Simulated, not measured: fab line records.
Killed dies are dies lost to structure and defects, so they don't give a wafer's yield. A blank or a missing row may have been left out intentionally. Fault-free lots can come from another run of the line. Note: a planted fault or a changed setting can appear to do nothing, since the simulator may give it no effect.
Which of the tools did it? | flow nand_harc | Sampling: 6 lots, 18 wafers, 2 of 1159 route steps

## WHAT THE GAUGES READ, wafer by wafer
NHARC_P_GATE_INSPECT_68.
lot  | measured     | on                | raw_defect_count
L863 | day 6 01:38  | defect_inspect-02 | 176 220 124
L866 | day 6 13:55  | defect_inspect-02 | 744 775 815
L873 | day 8 16:59  | defect_inspect-01 | 123 218 206
L874 | day 8 23:26  | defect_inspect-02 | 158 293 270
L878 | day 9 20:46  | defect_inspect-01 | 190 171 401
L881 | day 10 11:23 | defect_inspect-02 | 138 114 118

## TOOL THAT RAN EACH LOT (tool first, then ch and the chambers of the sampled wafers, then the start)
lot  | NHARC_P_GATE_PRE_CLEAN_110
L863 | pvd_sputter-01, day 6 00:44
L866 | pvd_sputter-02, day 6 12:59
L873 | pvd_sputter-01, day 8 16:05
L874 | pvd_sputter-03, day 8 22:32
L878 | pvd_sputter-02, day 9 19:50
L881 | pvd_sputter-03, day 10 10:28
- NHARC_P_GATE_PRE_CLEAN_110: time 30 s.

## THE ANSWER, worked out from the rows above alone
Rule: usual is defined by the lots themselves. The widest of any qualifying gaps counts: lots, ordered by their means at a reading, are off when they make up no more than a third of the lots, leave a main group of 4 or more, and stand apart from it by 3 or more times the standard deviation of that group's means. A main group is skipped when, at the precision printed for the reading in the tables above, its means are all equal. A lot without any number at a reading at which 4 lots or more have one is off too. All remaining lots with rows at the step are treated as sound.
Off at NHARC_P_GATE_INSPECT_68 (raw_defect_count): L866. Mean 195 and standard deviation 48 in the main group.
If a tool, at a process step before that reading, ran all the lots that are off and no sound lot after the first of them, it fits. Gauges at NHARC_P_GATE_INSPECT_68: tried the same way as those tools. Not one of the candidates tried fits.

## WHAT WAS PUT IN BY THE SIMULATOR
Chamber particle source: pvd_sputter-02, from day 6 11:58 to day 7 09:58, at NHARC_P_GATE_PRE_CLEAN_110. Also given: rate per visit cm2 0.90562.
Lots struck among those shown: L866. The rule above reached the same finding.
